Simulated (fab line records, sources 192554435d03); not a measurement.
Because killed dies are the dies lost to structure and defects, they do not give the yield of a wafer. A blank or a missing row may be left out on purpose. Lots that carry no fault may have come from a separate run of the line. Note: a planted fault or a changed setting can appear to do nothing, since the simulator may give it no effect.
Which tool was responsible? ; flow n5 finfet ; 24 lots, 72 wafers sampled, at 5 steps of a route of 1938

## WHAT EACH GAUGE READ, for each wafer
N5_BEOL_M10_CD_MEAS_11: target cd 64.1 nm.
lot;measured;on;cd nm (nm)
L075;day 10 20:07;cd sem-03;64.3 64.1 64.6
L074;day 11 01:17;cd sem-01;63.0 63.9 64.3
L076;day 11 01:25;cd sem-03;63.2 63.8 64.4
L077;day 11 04:40;cd sem-03;64.2 65.3 64.9
L079;day 11 18:19;cd sem-02;64.1 64.4 64.0
L078;day 11 19:10;cd sem-01;63.0 63.4 63.3
L082;day 11 23:10;cd sem-02;63.8 64.6 63.9
L080;day 11 23:22;cd sem-03;63.1 63.8 63.7
L081;day 12 08:35;cd sem-02;64.3 64.3 63.4
L083;day 12 21:45;cd sem-02;63.3 64.2 63.3
L084;day 13 18:22;cd sem-03;63.8 63.8 64.3
L086;day 13 18:12;cd sem-03;65.1 64.1 65.2
L085;day 13 18:24;cd sem-02;64.0 63.5 63.6
L088;day 14 01:24;cd sem-03;63.3 63.6 64.1
L089;day 14 01:30;cd sem-03;65.5 64.9 65.5
L087;day 14 03:35;cd sem-02;64.1 64.3 65.5
L091;day 14 07:52;cd sem-01;64.0 64.1 63.5
L090;day 14 13:38;cd sem-01;63.7 64.8 63.9
L092;day 14 16:32;cd sem-01;64.3 65.3 64.9
L093;day 14 20:25;cd sem-03;63.9 63.3 64.2
L094;day 15 19:35;cd sem-01;65.2 64.3 65.4
L095;day 16 02:40;cd sem-02;62.6 63.3 63.6
L097;day 16 06:23;cd sem-03;63.9 64.1 64.3
L096;day 16 10:48;cd sem-01;65.3 65.6 64.8

N5_BEOL_M10_OVL_MEAS_12.
lot;measured;on;M10_OVL (nm)
L075;day 10 20:08;overlay-02;-0.7 -1.1 -0.4
L074;day 11 01:19;overlay-01;1.0 0.9 1.0
L076;day 11 01:26;overlay-01;-0.1 0.0 0.4
L077;day 11 04:41;overlay-01;-0.5 0.4 0.3
L079;day 11 18:20;overlay-02;-1.0 -1.1 -1.6
L078;day 11 19:12;overlay-01;-1.1 0.7 -0.5
L082;day 11 23:11;overlay-01;-0.8 -0.3 0.3
L080;day 11 23:23;overlay-02;1.2 0.2 -0.5
L081;day 12 08:37;overlay-01;-0.1 -0.8 0.9
L083;day 12 21:46;overlay-02;-1.1 0.8 -1.1
L084;day 13 18:23;overlay-01;-1.3 -0.8 -2.0
L086;day 13 18:14;overlay-01;0.2 -1.0 -0.1
L085;day 13 18:26;overlay-01;-0.1 -0.7 0.0
L088;day 14 01:26;overlay-01;0.1 1.3 1.0
L089;day 14 01:32;overlay-01;-0.5 -0.6 0.5
L087;day 14 03:37;overlay-02;-0.1 -0.7 1.7
L091;day 14 07:53;overlay-02;0.3 1.3 1.1
L090;day 14 13:40;overlay-02;0.3 -0.5 -0.4
L092;day 14 16:34;overlay-01;-0.7 0.2 0.0
L093;day 14 20:26;overlay-02;-0.2 -0.3 -1.1
L094;day 15 19:37;overlay-01;0.7 -1.7 1.0
L095;day 16 02:41;overlay-02;-1.4 -1.3 0.3
L097;day 16 06:25;overlay-01;0.2 -0.7 -0.4
L096;day 16 10:50;overlay-01;-0.3 -0.7 -1.8

N5_BEOL_M10_INSPECT_13: inspects for defects (brightfield).
lot;measured;on;raw defect count
L075;day 10 20:10;defect inspect-01;330 369 404
L074;day 11 01:20;defect inspect-01;348 388 457
L076;day 11 01:28;defect inspect-02;281 467 431
L077;day 11 04:43;defect inspect-02;298 358 249
L079;day 11 18:22;defect inspect-01;446 299 394
L078;day 11 19:13;defect inspect-01;342 302 405
L082;day 11 23:13;defect inspect-02;459 502 357
L080;day 11 23:25;defect inspect-01;463 454 532
L081;day 12 08:38;defect inspect-02;341 289 280
L083;day 12 21:48;defect inspect-02;448 335 440
L084;day 13 18:25;defect inspect-02;521 345 470
L086;day 13 18:15;defect inspect-01;332 244 424
L085;day 13 18:28;defect inspect-02;435 485 490
L088;day 14 01:28;defect inspect-01;403 501 635
L089;day 14 01:34;defect inspect-02;383 320 261
L087;day 14 03:39;defect inspect-02;373 438 465
L091;day 14 07:55;defect inspect-01;340 379 406
L090;day 14 13:41;defect inspect-01;465 444 556
L092;day 14 16:35;defect inspect-01;410 427 333
L093;day 14 20:28;defect inspect-01;495 418 446
L094;day 15 19:38;defect inspect-01;500 362 432
L095;day 16 02:43;defect inspect-01;287 300 528
L097;day 16 06:26;defect inspect-01;363 421 322
L096;day 16 10:51;defect inspect-02;307 475 346

## WHAT TOOL EACH LOT RAN ON (gives the tool, then ch and the chambers of the sampled wafers, and finally the start)
lot;N5_BEOL_M9_ALD_74;N5_BEOL_M9_SURFACE_TREAT_79
L075;ald metal-03 ch 0,1,3, day 10 14:41;pvd sputter-03, day 10 15:26
L074;ald metal-03 ch 1,3, day 10 20:31;pvd sputter-01, day 10 20:49
L076;ald metal-04 ch 0,2,3, day 10 20:44;pvd sputter-01, day 10 21:10
L077;ald metal-04 ch 0,3, day 11 00:45;pvd sputter-02, day 11 01:08
L079;ald metal-04 ch 0,2,3, day 11 15:23;pvd sputter-01, day 11 15:41
L078;ald metal-03 ch 0,1, day 11 15:43;pvd sputter-01, day 11 16:05
L082;ald metal-02 ch 0,2, day 11 16:32;pvd sputter-01, day 11 16:51
L080;ald metal-03 ch 0,1,3, day 11 16:34;pvd sputter-01, day 11 16:53
L081;ald metal-02 ch 1,2, day 12 00:04;pvd sputter-01, day 12 00:26
L083;ald metal-04 ch 0,1,2, day 12 17:56;pvd sputter-02, day 12 18:17
L084;ald metal-02 ch 0,1, day 13 13:47;pvd sputter-01, day 13 14:05
L086;ald metal-02 ch 0,1, day 13 14:03;pvd sputter-02, day 13 14:26
L085;ald metal-04 ch 2,3, day 13 14:35;pvd sputter-02, day 13 14:56
L088;ald metal-02 ch 0,2, day 13 22:02;pvd sputter-01, day 13 22:28
L089;ald metal-04 ch 1,2,3, day 13 22:13;pvd sputter-02, day 13 22:31
L087;ald metal-02 ch 0,1,2, day 13 22:44;pvd sputter-02, day 13 23:06
L091;ald metal-03 ch 0,2, day 14 03:28;pvd sputter-01, day 14 03:49
L090;ald metal-04 ch 0,1,3, day 14 08:03;pvd sputter-01, day 14 08:20
L092;ald metal-02 ch 0,1,2, day 14 13:27;pvd sputter-02, day 14 13:48
L093;ald metal-02 ch 0,1,3, day 14 15:38;pvd sputter-03, day 14 15:59
L094;ald metal-03 ch 0,1,2, day 15 12:43;pvd sputter-02, day 15 13:04
L095;ald metal-04 ch 1,2, day 15 22:03;pvd sputter-01, day 15 22:26
L097;ald metal-02 ch 1,2, day 16 02:35;pvd sputter-03, day 16 02:53
L096;ald metal-04 ch 0,2,3, day 16 06:38;pvd sputter-02, day 16 07:05
- N5_BEOL_M9_ALD_74: deposits TaN, target thk 2 nm, pulse time 2 s, purge time 3 s.
- N5_BEOL_M9_SURFACE_TREAT_79

## AS READ BY THE TOOLS THEMSELVES (means over the sampled wafers that have a number; for cases with no such wafer, the mark the record gives instead)
N5_BEOL_M9_ALD_74.
lot;tool;heater power w (W);precursor vessel temp c (C)
L075;ald metal-03;434;75.06
L074;ald metal-03;471;74.92
L076;ald metal-04;430;74.94
L077;ald metal-04;429;74.99
L079;ald metal-04;439;75.00
L078;ald metal-03;424;75.04
L082;ald metal-02;381;74.98
L080;ald metal-03;437;75.01
L081;ald metal-02;442;75.05
L083;ald metal-04;451;75.11
L084;ald metal-02;407;74.93
L086;ald metal-02;408;75.08
L085;ald metal-04;439;75.04
L088;ald metal-02;410;74.82
L089;ald metal-04;433;75.02
L087;ald metal-02;400;75.13
L091;ald metal-03;390;75.04
L090;ald metal-04;436;74.91
L092;ald metal-02;409;74.98
L093;ald metal-02;395;75.03
L094;ald metal-03;403;75.06
L095;ald metal-04;454;74.98
L097;ald metal-02;442;75.00
L096;ald metal-04;435;75.02

## THE ANSWER, worked out from the rows above alone
Rule: the usual values come from the lots themselves. The widest of any qualifying gaps counts: lots, ordered by their means at a reading, are off when they make up no more than a third of the lots, leave a main group of 4 or more, and stand apart from it by 3 or more times the standard deviation of that group's means. Not used: any main group whose means are identical at the precision the tables above print for the reading. A lot without any number at a reading at which 4 lots or more have one is off too. Any other lot the step has rows for is counted as sound. Order of review: gauges by route order, followed by the tools' own readings, for which a lot's mean as printed above is used. The first step at which some lot is off is used, and at that step the reading that is off furthest; a lot without a number counts as furthest.
None of the lots is off at any reading shown; this tells nothing.

## WHAT THE SIMULATOR HAD INSERTED
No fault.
